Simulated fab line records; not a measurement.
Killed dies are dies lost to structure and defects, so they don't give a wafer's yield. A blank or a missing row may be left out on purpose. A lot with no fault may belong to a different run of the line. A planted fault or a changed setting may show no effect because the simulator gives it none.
Which tool did it?	flow n5Finfet	12 lots with 36 wafers sampled at 3 steps, on a route of 1938 steps

WHAT EACH GAUGE READ, for each wafer
N5_BEOL_M14_CD_MEAS_28: target cd 284.4 nm.
lot	measured	on	cdNm (nm)
L076	day 13 10:33	cdSem-02	283.6 283.5 282.0
L075	day 14 04:13	cdSem-02	286.0 285.5 285.1
L079	day 14 15:17	cdSem-03	284.9 280.9 283.7
L081	day 15 10:16	cdSem-01	284.1 285.6 287.2
L082	day 15 16:11	cdSem-01	285.5 282.6 281.4
L087	day 16 05:59	cdSem-01	288.0 287.1 287.0
L086	day 17 02:57	cdSem-03	282.9 284.9 283.9
L089	day 17 17:05	cdSem-03	283.6 283.5 282.2
L092	day 18 03:54	cdSem-03	282.0 286.5 286.0
L093	day 18 12:12	cdSem-03	284.2 282.4 284.4
L094	day 19 01:17	cdSem-03	285.2 281.8 285.4
L097	day 19 06:46	cdSem-01	286.0 283.9 282.5

EACH LOT AND THE TOOL THAT RAN IT (in order: tool; ch and the chambers of the sampled wafers; start)
lot	N5_BEOL_M13_SPUTTER_44	N5_BEOL_M14_STRIP_63
L076	pvdSputter-02, day 13 08:01	rieDiel-04 ch 0,1,3, day 13 10:33 or earlier
L075	pvdSputter-01, day 14 01:15	rieDiel-01 ch 0,2,3, day 14 04:13 or earlier
L079	pvdSputter-03, day 14 12:15	rieDiel-01 ch 0,1,3, day 14 15:17 or earlier
L081	pvdSputter-01, day 15 07:39	rieDiel-01 ch 2,3, day 15 10:16 or earlier
L082	pvdSputter-01, day 15 13:14	rieDiel-01 ch 2,3, day 15 16:11 or earlier
L087	pvdSputter-01, day 16 03:05	rieDiel-01 ch 0,1,2, day 16 05:59 or earlier
L086	pvdSputter-03, day 17 00:04	rieDiel-04 ch 2,3, day 17 02:57 or earlier
L089	pvdSputter-03, day 17 14:07	rieDiel-03 ch 2,3, day 17 17:05 or earlier
L092	pvdSputter-01, day 18 01:04	rieDiel-01 ch 0,2,3, day 18 03:54 or earlier
L093	pvdSputter-02, day 18 09:28	rieDiel-04 ch 0,1, day 18 12:12 or earlier
L094	pvdSputter-02, day 18 22:33	rieDiel-03 ch 0,2, day 19 01:17 or earlier
L097	pvdSputter-03, day 19 03:59	rieDiel-03 ch 2,3, day 19 06:46 or earlier
- N5_BEOL_M13_SPUTTER_44: material Ta, target thk 10 nm, time 16.13 s.
- N5_BEOL_M14_STRIP_63: strips in O2.

THE ANSWER, worked out from the rows above alone
Rule: the lots themselves supply what counts as usual. Put in order of their means at a reading, lots are off if they are a third of the lots or fewer, leave a main group of 4 or more, and stand apart from it by a gap of 3 or more times the standard deviation of the main group's means; of several such gaps the widest counts. Not used: any main group whose means are identical at the precision the tables above print for the reading. Also off: a lot with no number at a reading for which 4 or more lots have one. The other lots that the step has rows for count as sound.
No lot is off at any reading shown: from this, nothing can be told.

WHAT THE SIMULATOR PUT IN
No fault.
